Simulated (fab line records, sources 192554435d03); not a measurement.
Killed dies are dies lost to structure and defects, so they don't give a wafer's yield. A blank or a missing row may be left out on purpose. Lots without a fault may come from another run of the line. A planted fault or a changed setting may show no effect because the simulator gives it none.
Chamber matching | flow n5_finfet | N5_BEOL_M4_ETCH_69 on rie_diel-05: 4 sister chambers
The step etches SiARC in CF4, target depth 15.6 nm, time 26 s. 8 wafers are shown with their chamber, then 10 later ones without.

WAFERS WITH THEIR CHAMBER
wafer  | chamber | throttle_valve_pct (%) | showerhead_plenum_p_Torr (Torr)
L078.6 | 0       | 15.33                  | 2.19
L084.1 | 1       | 15.72                  | 2.06
L084.3 | 2       | 15.87                  | 2.09
L084.4 | 0       | 15.39                  | 2.18
L084.5 | 2       | 15.87                  | 2.09
L084.6 | 3       | 15.22                  | 2.11
L086.1 | 3       | 15.24                  | 2.11
L086.3 | 1       | 15.74                  | 2.06

WAFERS WITHOUT THEIR CHAMBER
wafer  | throttle_valve_pct (%) | showerhead_plenum_p_Torr (Torr)
L086.4 | 15.40                  | 2.18
L088.1 | 15.38                  | 2.18
L088.2 | 15.89                  | 2.09
L088.3 | 15.22                  | 2.11
L088.4 | 15.75                  | 2.06
L088.5 | 15.75                  | 2.06
L088.6 | 15.39                  | 2.18
L090.2 | 15.40                  | 2.18
L090.5 | 15.24                  | 2.11
L090.6 | 15.39                  | 2.18

WHICH CHAMBER EACH WENT THROUGH
wafer  | from the rows above | in truth
L086.4 | 0                   | 0
L088.1 | 0                   | 0
L088.2 | 2                   | 2
L088.3 | 3                   | 3
L088.4 | 1                   | 1
L088.5 | 1                   | 1
L088.6 | 0                   | 0
L090.2 | 0                   | 0
L090.5 | 3                   | 3
L090.6 | 0                   | 0
Placed correctly: 10 of 10. Can't be placed from these rows: 0. Placed wrongly: 0.
How it was worked out, from the rows above alone: a wafer's distance from a chamber is the root of the sum, over the readings, of the square of ((its reading less the chamber's mean) divided by the reading's scatter). The wafer belongs to the nearest chamber; if the next one is less than 2 further off, it can't be placed. A chamber's mean is the mean of its shown wafers. The scatter: the root of (the sum of the squares of (reading less its chamber's mean) over the shown wafers, divided by (wafers less chambers)).
